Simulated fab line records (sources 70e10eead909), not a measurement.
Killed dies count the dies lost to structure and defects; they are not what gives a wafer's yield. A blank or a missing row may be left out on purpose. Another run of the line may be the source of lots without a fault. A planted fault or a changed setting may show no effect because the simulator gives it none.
fab line records	flow nand-harc
record: lots: 6	wafers: 18	last-day: 31
route steps=1302 shown A_BONDPAD@1225 HYBRID_BOND@1237 END@1302
lots with no fault: from the same line, run without faults
start-h: start of the lot's first displayed wafer, in hours after the record's first day	wait-h: hours elapsed since this lot's preceding step	" as in the row above	L1.1+2: one row covering several wafers at once	- no value, or no start was given	* or withheld: withheld	< > ~ a bound
route shown NAME@n: NAME is a module with steps in the file, n the number in the route of the first one	usual: mean and standard deviation over wafers with no fault	same: alike in all rows	chamber/n: place in a boat	sites: the reading at each site	_std_site: the values' standard deviation	_edge_site: outer sites' mean less inner sites'	radius-mm: for every site, how far away it sits from the centre of the wafer	mask NAME#n: copy n	behind: the most recent tool/chamber to have shaped the wafer	hold: the reason the lot was held/the length of the hold in hours/how it ended	device: the n, p or np transistor that did not switch	end of line: tests of these same wafers at the route's end	for a step that has no rows: nothing shown but its recipe	killed: dies lost to structure and defects at the first sort, not the wafer's yield	map: dies across one wafer; x = killed, . = not, _ = none there
set.NAME: the setting that was run; set.NAME@STEP: the one run at that earlier step	model.NAME: the simulator's own value behind a step, which no gauge read
a table for each step, a row for each wafer; lots at some steps of the route
services: when a tool's chamber went out of use (start-h, in hours from the record's first day, below 0 if earlier), for how many hours, and the reason
== steps ==
step: NHARC_A_BONDPAD_DEGAS_25
recipe: temp-c: 300	time-s: 60
usual: heater-power-w: 480/47
lot.wafer	tool	chamber	start-h	wait-h	heater-power-w
L775.2	pvd-sputter-02	-	545.49	-	458
L775.5	"	-	"	"	487
L775.6	"	-	"	"	450
L776.3	pvd-sputter-01	-	581.85	-	503
L776.4	"	-	"	"	432
L776.5	"	-	"	"	503
L779.3	pvd-sputter-03	-	585.76	-	474
L779.2	"	-	"	"	566
L779.6	"	-	"	"	470
L780.1	pvd-sputter-03	-	612.29	-	454
L780.4	"	-	"	"	416
L780.5	"	-	"	"	468
L790.1	pvd-sputter-01	-	713.90	-	410
L790.2	"	-	"	"	403
L790.3	"	-	"	"	509
L791.2	pvd-sputter-02	-	715.42	-	496
L791.3	"	-	"	"	533
L791.1	"	-	"	"	503
step: NHARC_A_BONDPAD_PRE_CLEAN_26
recipe: time-s: 30	temp-c: 280	gas: H2/He
usual: heater-power-w: 426/44
lot.wafer	tool	chamber	start-h	wait-h	heater-power-w
L775.2	pvd-sputter-02	-	-	-	433
L775.6	"	-	"	"	399
L775.5	"	-	"	"	463
L776.4	pvd-sputter-01	-	-	-	421
L776.3	"	-	"	"	438
L776.5	"	-	"	"	449
L779.3	pvd-sputter-03	-	-	-	417
L779.2	"	-	"	"	497
L779.6	"	-	"	"	372
L780.4	pvd-sputter-03	-	-	-	517
L780.1	"	-	"	"	422
L780.5	"	-	"	"	401
L790.2	pvd-sputter-01	-	-	-	370
L790.3	"	-	"	"	352
L790.1	"	-	"	"	443
L791.3	pvd-sputter-02	-	-	-	445
L791.1	"	-	"	"	432
L791.2	"	-	"	"	398
step: NHARC_A_BONDPAD_PVD_17
recipe: target-thk-a: 50	bias-v: 168.6	power-w: 15000	chamber-pressure-pa: 0.12	time-s: 8.06	substrate-temp-c: 50	material: TaN
usual: cathode-dc-power-W: 15000/2.8	chamber-pressure-pa: 0.12/0.00023	throttle-valve-pct: 30.3/1.2
lot.wafer	tool	chamber	start-h	wait-h	cathode-dc-power-W	chamber-pressure-pa	throttle-valve-pct
L775.2	pvd-sputter-02	-	-	-	15001	0.11971	30.5
L775.6	"	-	"	"	15003	0.12032	31.1
L775.5	"	-	"	"	15000	0.11984	31.2
L776.4	pvd-sputter-01	-	-	-	15002	0.12022	28.7
L776.3	"	-	"	"	15000	0.11995	29.8
L776.5	"	-	"	"	15002	0.11998	30.1
L779.2	pvd-sputter-03	-	-	-	14999	0.11999	30.1
L779.3	"	-	"	"	15002	0.12004	28.5
L779.6	"	-	"	"	14995	0.12019	30.0
L780.4	pvd-sputter-03	-	-	-	15000	0.11991	29.5
L780.1	"	-	"	"	14997	0.12021	30.2
L780.5	"	-	"	"	14998	0.12031	29.3
L790.2	pvd-sputter-01	-	-	-	15000	0.12009	29.4
L790.1	"	-	"	"	14999	0.12017	28.4
L790.3	"	-	"	"	15001	0.12011	30.5
L791.1	pvd-sputter-02	-	-	-	15002	0.12028	30.0
L791.3	"	-	"	"	15000	0.11981	32.4
L791.2	"	-	"	"	14998	0.11999	30.1
step: NHARC_A_BONDPAD_PVD_27
recipe: target-thk-a: 300	chamber-pressure-pa: 5	power-w: 5000	substrate-temp-c: 30	time-s: 20.49	material: Cu
usual: cathode-dc-power-W: 5000.0/0.97	chamber-pressure-pa: 4.999/0.0097	throttle-valve-pct: 30.4/1.2
lot.wafer	tool	chamber	start-h	wait-h	cathode-dc-power-W	chamber-pressure-pa	throttle-valve-pct
L775.2	pvd-sputter-02	-	-	-	4999.4	5.001	32.4
L775.6	"	-	"	"	5000.7	5.013	30.8
L775.5	"	-	"	"	5000.2	5.005	29.0
L776.3	pvd-sputter-01	-	-	-	4999.5	5.009	28.7
L776.4	"	-	"	"	4999.4	5.004	29.8
L776.5	"	-	"	"	4999.7	4.994	28.5
L779.3	pvd-sputter-03	-	-	-	5000.1	5.007	28.4
L779.2	"	-	"	"	5000.0	4.984	29.5
L779.6	"	-	"	"	5001.5	5.009	28.9
L780.4	pvd-sputter-03	-	-	-	5001.1	4.995	29.6
L780.1	"	-	"	"	5000.9	4.984	28.8
L780.5	"	-	"	"	4999.7	5.002	30.1
L790.2	pvd-sputter-01	-	-	-	4999.2	5.012	28.5
L790.3	"	-	"	"	5000.6	4.995	30.1
L790.1	"	-	"	"	5000.9	4.995	29.5
L791.1	pvd-sputter-02	-	-	-	5000.4	5.019	32.3
L791.3	"	-	"	"	5001.2	5.015	30.2
L791.2	"	-	"	"	5000.4	4.993	30.0
step: NHARC_A_BONDPAD_ECD_18
recipe: target-thk-a: 4000	bath-temp-c: 25	material: Cu
step: NHARC_A_BONDPAD_ANNEAL_28
recipe: temp-c: 225	time-s: 90
usual: wafer_temp_C_max: 226.4/0.47
lot.wafer	tool	chamber	start-h	wait-h	wafer_temp_C_max
L775.2	rtp-anneal-01	0	546.27	0.4	226.4
L775.5	"	0	"	"	226.1
L775.6	"	0	"	"	227.1
L776.3	rtp-anneal-01	0	582.70	-	226.6
L776.4	"	0	"	"	226.8
L776.5	"	0	"	"	226.3
L779.2	rtp-anneal-02	0	586.54	-	226.5
L779.3	"	0	"	"	226.1
L779.6	"	0	"	"	226.1
L780.1	rtp-anneal-01	0	613.03	0.3	226.8
L780.4	"	0	"	"	226.8
L780.5	"	0	"	"	226.8
L790.1	rtp-anneal-01	0	714.63	-	227.0
L790.2	"	0	"	"	226.6
L790.3	"	0	"	"	226.5
L791.1	rtp-anneal-02	0	716.16	-	226.5
L791.2	"	0	"	"	226.0
L791.3	"	0	"	"	226.2
step: NHARC_A_BONDPAD_CMP_19
recipe: t-overpolish-s: 30	cu-recess-touch-s: 16	target-thk-nm: 169.82
step: NHARC_A_BONDPAD_THK_MEAS_20
recipe: thk-meas-gauge: xrf
usual: thk-nm: 169.3/1.6
lot.wafer	tool	chamber	start-h	wait-h	thk-nm
L775.2	film-metro-02	-	546.89	-	169.6
L775.5	"	-	"	"	167.8
L775.6	"	-	"	"	167.3
L776.3	film-metro-02	-	583.26	-	168.1
L776.4	"	-	"	"	169.6
L776.5	"	-	"	"	166.6
L779.2	film-metro-02	-	587.16	-	167.1
L779.3	"	-	"	"	170.2
L779.6	"	-	"	"	166.7
L780.1	film-metro-01	-	613.70	-	170.1
L780.4	"	-	"	"	169.0
L780.5	"	-	"	"	168.7
L790.1	film-metro-02	-	715.31	-	169.9
L790.2	"	-	"	"	169.8
L790.3	"	-	"	"	171.6
L791.1	film-metro-02	-	716.82	-	169.0
L791.2	"	-	"	"	170.2
L791.3	"	-	"	"	170.6
step: NHARC_A_BONDPAD_SRD_21
recipe: time-s: 30	temp-c: 23	dry-time-s: 20	spin-rpm: 1500
step: NHARC_A_BONDPAD_INSPECT_23
usual: raw-defect-count: 515/120
lot.wafer	tool	chamber	start-h	wait-h	raw-defect-count
L775.2	defect-inspect-02	-	547.12	0.0	439
L775.5	"	-	"	"	567
L775.6	"	-	"	"	435
L776.3	defect-inspect-01	-	583.49	0.0	452
L776.4	"	-	"	"	557
L776.5	"	-	"	"	503
L779.2	defect-inspect-02	-	587.38	0.0	444
L779.3	"	-	"	"	397
L779.6	"	-	"	"	376
L780.1	defect-inspect-02	-	613.91	0.0	676
L780.4	"	-	"	"	573
L780.5	"	-	"	"	560
L790.1	defect-inspect-02	-	715.52	0.0	391
L790.2	"	-	"	"	455
L790.3	"	-	"	"	431
L791.1	defect-inspect-01	-	717.03	0.0	559
L791.2	"	-	"	"	495
L791.3	"	-	"	"	374
step: NHARC_HYBRID_BOND_ACTIVATE_00
recipe: time-s: 60	n2-flow-sccm: 200	ar-flow-sccm: 0	bias-power-w: 0	chemistry: N2
usual: drypump-motor-current-A: 5.6/0.49	oes-product-au: 0.999/0.0094	rf-vpp-V: 64.1/0.95	run-length-s: 81.5/0.41	showerhead-plenum-p-Torr: 1.76/0.062
lot.wafer	tool	chamber	start-h	wait-h	drypump-motor-current-A	oes-product-au	rf-hours-counter-h	rf-vpp-V	run-length-s	showerhead-plenum-p-Torr
L775.2	rie-diel-13	1	547.19	0.1	6.4	1.001	2	63.3	81.5	1.72
L775.5	"	0	"	"	5.6	0.992	-	64.1	81.7	1.81
L775.6	"	1	"	"	6.4	1.008	-	63.6	81.6	1.72
L776.3	rie-diel-13	1	583.58	0.1	6.4	0.996	6	63.5	81.4	1.72
L776.5	"	3	"	"	5.1	0.999	-	63.9	81.1	1.75
L776.4	"	0	"	"	5.5	1.010	-	63.1	81.6	1.80
L779.2	rie-diel-13	1	587.44	0.1	6.4	1.008	6	63.8	81.5	1.72
L779.3	"	0	"	"	5.5	0.988	6	62.9	82.0	1.80
L779.6	"	3	"	"	5.1	0.993	-	63.9	80.8	1.75
L780.4	rie-diel-13	0	613.98	0.1	5.5	0.992	10	65.4	81.6	1.80
L780.1	"	2	"	"	5.4	0.991	6	65.1	81.7	1.71
L780.5	"	0	"	"	5.5	0.991	-	63.1	81.7	1.80
L790.3	rie-diel-13	3	715.58	0.1	5.1	1.008	1	63.6	81.1	1.74
L790.1	"	0	"	"	5.5	1.003	1	65.4	68.9	1.80
L790.2	"	2	"	"	5.4	0.986	1	62.7	81.4	1.71
L791.1	rie-diel-13	1	717.09	0.1	6.4	1.002	1	63.3	68.6	1.71
L791.3	"	2	"	"	5.4	0.997	1	65.3	82.2	1.71
L791.2	"	0	"	"	5.5	1.011	1	63.6	82.1	1.80
step: NHARC_HYBRID_BOND_PRECLEAN_01
recipe: time-s: 300	temp-c: 23	chemistry: DIW
step: NHARC_END_SORT_01
recipe: temp-c: 25
usual: defect-limited-yield: 89.9/2.9	killed-at-array: 64/20	killed-at-other: 0.7/1.1	killed-at-periphery: 3.6/2.7	killed-dies: 68/20	killed-open: 2.8/1.9	killed-short: 2.3/1.5
same: gross-dies: 677
lot.wafer	tool	chamber	start-h	wait-h	defect-limited-yield[%]	killed-at-array	killed-at-other	killed-at-periphery	killed-dies	killed-open	killed-short
L776.3	prober-02	0	612.44	3.1	90.4	58	0	7	65	3	2
L776.4	prober-02	0	613.25	3.4	91.6	48	0	9	57	4	4
L776.5	prober-02	0	614.06	3.7	91.4	53	0	5	58	3	2
L780.1	prober-02	0	645.55	2.5	86.4	90	1	1	92	3	3
L780.4	prober-02	0	647.98	3.4	87.9	81	0	1	82	1	1
L780.5	prober-02	0	648.79	3.7	87.0	85	1	2	88	8	2
L791.1	prober-02	0	746.01	2.5	86.4	79	0	13	92	5	1
L791.2	prober-02	0	746.82	2.8	89.7	63	1	6	70	2	5
L791.3	prober-02	0	747.62	3.1	91.0	55	1	5	61	1	2
L790.1	prober-01	0	746.02	2.5	87.9	78	0	4	82	1	1
L790.2	prober-01	0	746.82	2.8	88.8	71	0	5	76	2	1
L790.3	prober-01	0	747.62	3.1	86.9	87	0	2	89	2	1
killed by level:class
L776.3 A_CHANNEL_HOLE_D2:chamber-film-flake=36 A_STAIRCASE:chamber-film-flake=7 A_CHANNEL_HOLE_D1:chamber-film-flake=5 P_ZERO_WELL:chamber-film-flake=3 A_SGD_CUT:chamber-film-flake=3 P_GATE:chamber-film-flake=2 A_CONTACT:chamber-film-flake=2 P_CONTACT:geometric-particle:short=1
L776.4 A_CHANNEL_HOLE_D2:chamber-film-flake=33 P_ZERO_WELL:chamber-film-flake=5 A_CHANNEL_HOLE_D1:chamber-film-flake=3 A_STAIRCASE:chamber-film-flake=2 A_CONTACT:chamber-film-flake=2 P_M0:geometric-particle:short=1 P_M1:geometric-particle:open=1 A_ONON_D1:geometric-particle:short=1
L776.5 A_CHANNEL_HOLE_D2:chamber-film-flake=29 A_STAIRCASE:chamber-film-flake=5 A_SGD_CUT:chamber-film-flake=4 A_M1:chamber-film-flake=4 P_ZERO_WELL:chamber-film-flake=3 A_CHANNEL_HOLE_D1:chamber-film-flake=3 A_CHANNEL_HOLE_D1:geometric-particle:short=1 A_DECK1_JOINT:geometric-particle:open=1
L780.1 A_CHANNEL_HOLE_D1:chamber-film-flake=35 A_SLIT:chamber-film-flake=33 A_CHANNEL_HOLE_D2:chamber-film-flake=10 A_CONTACT:chamber-film-flake=3 A_SOURCE_PLATE:geometric-particle:open=1 A_ONON_D2:geometric-particle:short=1 A_CHANNEL_FILL_D2:geometric-particle:open=1 A_CHANNEL_FILL_D2:geometric-particle:short=1
L780.4 A_CHANNEL_HOLE_D1:chamber-film-flake=41 A_SLIT:chamber-film-flake=27 A_CHANNEL_HOLE_D2:chamber-film-flake=6 A_CONTACT:chamber-film-flake=3 A_ONON_D1:geometric-particle:short=1 A_BLC:geometric-particle:open=1 P_ZERO_WELL:chamber-film-flake=1 A_CHANNEL_FILL_D1:chamber-film-flake=1
L780.5 A_CHANNEL_HOLE_D1:chamber-film-flake=30 A_SLIT:chamber-film-flake=27 A_CHANNEL_HOLE_D2:chamber-film-flake=7 A_CONTACT:chamber-film-flake=4 A_CHANNEL_FILL_D2:chamber-film-flake=3 A_STAIRCASE:chamber-film-flake=3 A_M0:geometric-particle:open=2 P_M0:geometric-particle:open=1
L791.1 A_SLIT:chamber-film-flake=40 A_CHANNEL_HOLE_D1:chamber-film-flake=19 A_STAIRCASE:chamber-film-flake=7 P_GATE:chamber-film-flake=5 A_CONTACT:chamber-film-flake=4 P_ZERO_WELL:chamber-film-flake=3 P_M1:chamber-film-flake=3 A_CHANNEL_FILL_D2:chamber-film-flake=2
L790.1 A_CHANNEL_HOLE_D1:chamber-film-flake=31 A_CHANNEL_HOLE_D2:chamber-film-flake=29 A_CONTACT:chamber-film-flake=7 A_STAIRCASE:chamber-film-flake=6 P_GATE:chamber-film-flake=2 A_SLIT:chamber-film-flake=2 A_CHANNEL_FILL_D2:chamber-film-flake=2 P_M0:geometric-particle:open=1
L791.2 A_SLIT:chamber-film-flake=28 A_CHANNEL_HOLE_D1:chamber-film-flake=14 A_STAIRCASE:chamber-film-flake=10 A_CONTACT:chamber-film-flake=4 P_ZERO_WELL:chamber-film-flake=3 P_GATE:chamber-film-flake=2 P_CONTACT:geometric-particle:short=1 A_ONON_D1:geometric-particle:short=1
L790.2 A_CHANNEL_HOLE_D1:chamber-film-flake=27 A_CHANNEL_HOLE_D2:chamber-film-flake=24 A_WL_FILL:chamber-film-flake=6 A_CONTACT:chamber-film-flake=6 A_SLIT:chamber-film-flake=5 P_BONDPAD:chamber-film-flake=2 A_STAIRCASE:chamber-film-flake=2 P_GATE:geometric-particle:open=1
L791.3 A_SLIT:chamber-film-flake=27 A_CHANNEL_HOLE_D1:chamber-film-flake=10 A_STAIRCASE:chamber-film-flake=8 P_GATE:chamber-film-flake=4 A_CONTACT:chamber-film-flake=4 A_CHANNEL_FILL_D2:geometric-particle:short=1 A_BLC:geometric-particle:open=1 A_M0:geometric-particle:short=1
L790.3 A_CHANNEL_HOLE_D1:chamber-film-flake=35 A_CHANNEL_HOLE_D2:chamber-film-flake=28 A_CONTACT:chamber-film-flake=12 A_SLIT:chamber-film-flake=6 P_STI:chamber-film-flake=2 A_WL_FILL:chamber-film-flake=2 A_ONON_D1:geometric-particle:short=1 A_DECK1_JOINT:geometric-particle:open=1
== services ==
tool	chamber	start-h	hours	kind
rie-diel-13	0	528.03	-	clean
rie-diel-13	1	528.03	-	clean
rie-diel-13	2	528.03	-	clean
rie-diel-13	3	528.03	-	clean
pvd-sputter-03	-	547.47	10.0	pm
rie-diel-13	0	552.53	-	clean
rie-diel-13	1	552.53	-	clean
rie-diel-13	2	552.53	-	clean
rie-diel-13	3	552.53	-	clean
rie-diel-13	2	557.99	32.2	repair
rie-diel-13	0	577.03	-	clean
rie-diel-13	1	577.03	-	clean
rie-diel-13	3	577.03	-	clean
rie-diel-13	-	578.30	0.2	repair
rie-diel-13	0	601.53	-	clean
rie-diel-13	1	601.53	-	clean
rie-diel-13	2	601.53	-	clean
rie-diel-13	3	601.53	-	clean
pvd-sputter-01	-	621.43	1.5	repair
rie-diel-13	0	626.03	-	clean
pvd-sputter-02	-	638.00	10.0	pm
rie-diel-13	3	645.19	5.3	repair
pvd-sputter-02	-	683.12	1.9	repair
rie-diel-13	-	696.03	9.0	pm
== key ==
first-sign: step: NHARC_HYBRID_BOND_ACTIVATE_00	reading: run-length-s	direction: down	sigmas: 31	usual: *	struck: *
effect none on later readings
met-at NHARC_HYBRID_BOND_ACTIVATE_00
struck-wafers L790.1,L791.1
onset-between 613.98 715.58
fault: kind: process-parameter-drift	tool: rie-diel-13	chamber: -	onset-h: 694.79	steps: NHARC_HYBRID_BOND_ACTIVATE_00	channel: time-s	offset: *	shape: step	end-h: 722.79	scope: struck-wafers-only	acts-in: *	stated: *
